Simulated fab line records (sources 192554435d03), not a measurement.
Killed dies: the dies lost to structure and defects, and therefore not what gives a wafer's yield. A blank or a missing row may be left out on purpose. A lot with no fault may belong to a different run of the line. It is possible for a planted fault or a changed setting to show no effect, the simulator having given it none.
Split-lot experiment | flow n5Finfet | 7 lots, 39 wafers read, on a route of 1938 steps

== ON THE SPLIT ==
At N5_MOL_CONTACT_COAG_IMPLANT_129, the setting energyKev was moved away from the recipe's 3 on 12 of the 39 wafers read, by -24.4% to +26.7%. All remaining wafers had this setting at the recipe value.

The reading is taken at the split's own step.

== THE READING ==
implant.drpNm (the simulator's own value, which no gauge read), in nm, at N5_MOL_CONTACT_COAG_IMPLANT_129. There is no usual value for it anywhere in the file.

wafer  | tool, chamber at the split | energyKev as run | against the recipe | implant.drpNm, nm | against lot-mates on the recipe
L075.1 | implanter-02, 0            | 3                | recipe             | 2.134             | -
L075.2 | implanter-02, 0            | 3                | recipe             | 2.134             | -
L075.3 | implanter-02, 0            | 3                | recipe             | 2.134             | -
L075.4 | implanter-02, 0            | 3                | recipe             | 2.134             | -
L075.5 | implanter-02, 0            | 3                | recipe             | 2.134             | -
L075.6 | implanter-02, 0            | 3                | recipe             | 2.134             | -
L077.1 | implanter-01, 0            | 2.269            | -24.4%             | 1.796             | -0.338
L077.2 | implanter-01, 0            | 2.269            | -24.4%             | 1.796             | -0.338
L077.5 | implanter-01, 0            | 2.269            | -24.4%             | 1.796             | -0.338
L077.3 | implanter-01, 0            | 3                | recipe             | 2.134             | -
L077.4 | implanter-01, 0            | 3                | recipe             | 2.134             | -
L077.6 | implanter-01, 0            | 3                | recipe             | 2.134             | -
L078.1 | implanter-02, 0            | 3                | recipe             | 2.134             | -
L078.2 | implanter-02, 0            | 3                | recipe             | 2.134             | -
L078.3 | implanter-02, 0            | 3                | recipe             | 2.134             | -
L078.4 | implanter-02, 0            | 3                | recipe             | 2.134             | -
L078.5 | implanter-02, 0            | 3                | recipe             | 2.134             | -
L078.6 | implanter-02, 0            | 3                | recipe             | 2.134             | -
L079.1 | implanter-02, 0            | 3                | recipe             | 2.134             | -
L079.5 | implanter-02, 0            | 3                | recipe             | 2.134             | -
L079.6 | implanter-02, 0            | 3                | recipe             | 2.134             | -
L079.2 | implanter-02, 0            | 3.349            | +11.6%             | 2.285             | +0.151
L079.3 | implanter-02, 0            | 3.349            | +11.6%             | 2.285             | +0.151
L079.4 | implanter-02, 0            | 3.349            | +11.6%             | 2.285             | +0.151
L080.1 | implanter-01, 0            | 3                | recipe             | 2.134             | -
L080.2 | implanter-01, 0            | 3                | recipe             | 2.134             | -
L080.4 | implanter-01, 0            | 3                | recipe             | 2.134             | -
L080.3 | implanter-01, 0            | 3.802            | +26.7%             | 2.472             | +0.338
L080.5 | implanter-01, 0            | 3.802            | +26.7%             | 2.472             | +0.338
L080.6 | implanter-01, 0            | 3.802            | +26.7%             | 2.472             | +0.338
L082.2 | implanter-02, 0            | 3                | recipe             | 2.134             | -
L082.3 | implanter-02, 0            | 3                | recipe             | 2.134             | -
L082.4 | implanter-02, 0            | 3                | recipe             | 2.134             | -
L084.1 | implanter-02, 0            | 3                | recipe             | 2.134             | -
L084.2 | implanter-02, 0            | 3                | recipe             | 2.134             | -
L084.5 | implanter-02, 0            | 3                | recipe             | 2.134             | -
L084.3 | implanter-02, 0            | 3.642            | +21.4%             | 2.407             | +0.273
L084.4 | implanter-02, 0            | 3.642            | +21.4%             | 2.407             | +0.273
L084.6 | implanter-02, 0            | 3.642            | +21.4%             | 2.407             | +0.273

FIT RESULTS
A straight line over all 39 wafers: implant.drpNm changes by +0.0131 nm for each +1% of energyKev; r = +1.00; the points scatter about the line by 0.0059 nm.
The same after taking each lot's own level away (the mean of its wafers on the recipe; 39 wafers): +0.0131 nm for each +1%; r = +1.00; scatter 0.0059 nm.
That fit puts the effect of the largest move of energyKev on the reading at 0.35 nm.
The lots' own levels span 2.1340 to 2.1340 nm.
So the lot-to-lot level changes the slope little: the two slopes agree.
Check: for one of the wafers moved furthest among these (+26.7%), held out of the fit, the line's prediction against its lot-mates is +0.35 nm. Against them it came out at +0.338 nm.

== THE OTHER SPLITS THESE WAFERS WENT THROUGH ==
Before the reading, these wafers also passed through other splits. Each is held against what the fit with the lots' levels taken away leaves over:
other split on the same wafers   | wafers away from the commonest value | r with implant.drpNm (lot level and that fit taken away)
N5_DUMMY_GATE_ETCH_37 sourceW    | 15                                   | -0.08
N5_SD_EPI_N_EPI_21 pressureTorr  | 30                                   | +0.34
N5_SD_EPI_P_ETCH_36 biasW        | 15                                   | +0.01
N5_HKMG_FIN_ETCH_58 biasW        | 18                                   | +0.06
N5_HKMG_FIN_EXPOSE_09 doseMj     | 12                                   | +0.06
N5_HKMG_FIN_ETCH_32 targetDepthA | 6                                    | +0.14
N5_GATE_CUT_ETCH_56 icpW         | 15                                   | -0.13

== THE WHOLE CHAIN: every reading that the file lists as answering this split, in the file's order ==
step                            | what it does | reading                                                        | change (the file's fit)                | r (the file's)
N5_MOL_CONTACT_COAG_IMPLANT_129 |              | implant.rpNm (the simulator's own value, which no gauge read)  | +0.0334 nm for each +1% of the setting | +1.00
N5_MOL_CONTACT_COAG_IMPLANT_129 |              | implant.drpNm (the simulator's own value, which no gauge read) | +0.0131 nm for each +1% of the setting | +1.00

== THE FILE'S OWN FIT ==
implant.drpNm changes by +0.0131 nm for each +1% of energyKev, r = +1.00.
